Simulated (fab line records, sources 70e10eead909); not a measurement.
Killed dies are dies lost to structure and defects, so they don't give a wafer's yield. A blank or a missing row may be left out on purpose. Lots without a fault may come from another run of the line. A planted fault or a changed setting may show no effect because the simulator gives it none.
Chamber matching | flow nand_harc | NHARC_A_STAIRCASE_ETCH_25 on rie_diel-11: 4 sister chambers
The step etches the open film in C4F8/O2, target depth 100 nm, time 40.5 s. 4 wafers are shown with their chamber, then 8 later ones without.

WAFERS WITH THEIR CHAMBER
wafer  | chamber | rf_vpp_V (V)
L894.2 | 2       | 888
L896.5 | 0       | 897
L896.6 | 1       | 893
L899.5 | 3       | 905

WAFERS WITHOUT THEIR CHAMBER
wafer  | rf_vpp_V (V)
L899.6 | 896
L900.3 | 903
L900.5 | 904
L900.6 | 896
L905.3 | 894
L905.6 | 904
L906.3 | 893
L906.6 | 896

WHICH CHAMBER EACH WENT THROUGH
wafer  | from the rows above     | in truth
L899.6 | can't be placed: 0 or 1 | 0
L900.3 | 3                       | 3
L900.5 | 3                       | 3
L900.6 | can't be placed: 0 or 1 | 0
L905.3 | can't be placed: 1 or 0 | 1
L905.6 | 3                       | 3
L906.3 | 1                       | 1
L906.6 | can't be placed: 0 or 1 | 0
Placed correctly: 4 of 8. Can't be placed from these rows: 4 (the true chamber is among the candidates in 4). Placed wrongly: 0.
How it was worked out, from the rows above alone: a wafer's distance from a chamber is the root of the sum, over the readings, of the square of ((its reading less the chamber's mean) divided by the reading's scatter). The wafer belongs to the nearest chamber; if the next one is less than 2 further off, it can't be placed. A chamber's mean is the mean of its shown wafers. The scatter: with one shown wafer a chamber, the root of the mean of the squares of how far each hidden wafer lies from its nearest shown one.
